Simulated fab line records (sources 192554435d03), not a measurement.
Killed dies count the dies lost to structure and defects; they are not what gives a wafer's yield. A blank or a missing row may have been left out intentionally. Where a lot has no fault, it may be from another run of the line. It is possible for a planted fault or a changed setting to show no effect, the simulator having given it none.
A lot that was struck, set against a sound lot -- flow n5Finfet -- 37 steps out of a route of 1938
Sound: these wafers, L399.2, L399.5, L399.6. Struck: wafer L412.6 (left out: L412.2, L412.4 of the same lot, which were not struck); the cause appears at the end.
Each step with rows lists, per side, the tool, then ch with its chambers, then its first start. Under that, the readings that differ: sound wafers -- struck wafers -- difference of the means -- sigmas: that difference in standard deviations of wafers without a fault.
alike: readings whose means differ by less than 2 such deviations, and words and numbers that are the same on both sides. not compared: withheld readings, readings that some wafer has no value for, bounds like >300 that may hide the same value, and numbers for which the record gives no deviation and whose values overlap.
Wherever a step has rows on one side only, a row that says differs or no value, or a row with sigmas, the two part there. Non-overlapping numbers with no deviation appear without sigmas and do not part them. A reading missing from all wafers of one side parts the sides only when that side holds two or more wafers.

first, 10 steps without rows for these wafers: N5_BEOL_M4_ETCH_41 (etches SiCN in CH3F/O2, target depth 29.9 nm, time 52.5 s); N5_BEOL_M4_STRIP_97 (strips in N2/H2, time 10 s); N5_BEOL_M4_HM_STRIP_39 (strips TiN in peroxide tin strip, target depth 25 nm, time 158 s); N5_BEOL_M4_SRD_40 (time 30 s); N5_BEOL_M4_PRECLEAN_42 (cleans in residue remover, time 60 s); N5_BEOL_M4_SRD_43 (time 30 s); N5_BEOL_M4_DEGAS_44 (time 60 s); N5_BEOL_M4_PRE_CLEAN_45 (time 30 s); N5_BEOL_M4_ALD_84 (deposits TaN, pulse time 2 s, purge time 3 s, co reactant purge time 2 s); N5_BEOL_M4_SURFACE_TREAT_85.
N5_BEOL_M4_CVD_47: deposits Co from CCTBA/H2, target thk 3 nm, time 223.8 s.
  sound on cvdCo-01 ch 0,1,2, day 10 15:54; struck on cvdCo-01 ch 0,2, day 14 06:44
then, 25 steps without rows for these wafers: N5_BEOL_M4_SPUTTER_48 (material Cu, target thk 4.5 nm, time 8.29 s); N5_BEOL_M4_ANNEAL_49 (time 240 s); N5_BEOL_M4_SPUTTER_79 (material Cu, target thk 4.5 nm, time 8.29 s); N5_BEOL_M4_ANNEAL_80 (time 240 s); N5_BEOL_M4_SPUTTER_81 (material Cu, target thk 4.5 nm, time 8.29 s); N5_BEOL_M4_ANNEAL_82 (time 240 s); N5_BEOL_M4_SPUTTER_86 (material Cu, target thk 4.5 nm, time 8.29 s); N5_BEOL_M4_ANNEAL_87 (time 240 s); N5_BEOL_M4_SPUTTER_88 (material Cu, target thk 4.5 nm, time 8.29 s); N5_BEOL_M4_ANNEAL_89 (time 240 s); N5_BEOL_M4_SPUTTER_90 (material Cu, target thk 4.5 nm, time 8.29 s); N5_BEOL_M4_ANNEAL_91 (time 240 s); N5_BEOL_M4_SPUTTER_92 (material Cu, target thk 4.5 nm, time 8.29 s); N5_BEOL_M4_ANNEAL_93 (time 240 s); N5_BEOL_M4_SPUTTER_94 (material Cu, target thk 4.5 nm, time 8.29 s); N5_BEOL_M4_ANNEAL_95 (time 240 s); N5_BEOL_M4_SPUTTER_96 (material Cu, target thk 4.5 nm, time 8.29 s); N5_BEOL_M4_ECD_50 (material Cu, target thk 300 nm); N5_BEOL_M4_ANNEAL_51 (time 90 s); N5_BEOL_M4_CMP_52 (polishes, stops on SiOC, t overpolish 6.8 s, target thk 40 nm); N5_BEOL_M4_PRE_CLEAN_60 (time 15 s); N5_BEOL_M4_CO_CAP_55 (material Co, precursor CCTBA/H2, target thk 2 nm, time 102.1 s); N5_BEOL_M4_PRE_CLEAN_56 (time 15 s); N5_BEOL_M4_DEP_57 (deposits SiCN from 3MS/NH3, target thk 8 nm, time 14 s); N5_BEOL_M5_ILD_DEP_00 (deposits SiCOH lowk from DEMS/porogen, target thk 140.64 nm, time 25.9 s).
-- the record jumps here: 5 days lie between the struck wafers' starts before and after (it left off in module BEOL_M5 and takes up again in module PASSIVATION, whose first step shown is number 1936 of the route) --
N5_PASSIVATION_PROBE_49:
  sound on prober-01 at day 15 02:11; struck on prober-02 at day 19 03:03
reading,sound,struck,difference,sigmas
defectLimitedYield (%),89.0 92.4 90.4,83.1,-7.5,-5
killed_at_M4_up,13 13 10,129,+117,+21
killedDies,130 90 113,200,+89,+5
killedShort,39 28 44,20,-17,-2
sort_bin_5_function (%),5.3 4.2 5.4,11.3,+6.3,+7
sortNPass,1050 1090 1067,980,-89,-5
sortYieldPct (%),89.0 92.4 90.4,83.1,-7.5,-5
  alike: killed_at_M0_to_M3, killedAtContacts, killedAtFrontEnd, killedAtOther, killedOpen, sort_bin_6_memory

## WHERE THEY PART
Within this record, at N5_PASSIVATION_PROBE_49 only.

WHY: what had been put in by the simulator
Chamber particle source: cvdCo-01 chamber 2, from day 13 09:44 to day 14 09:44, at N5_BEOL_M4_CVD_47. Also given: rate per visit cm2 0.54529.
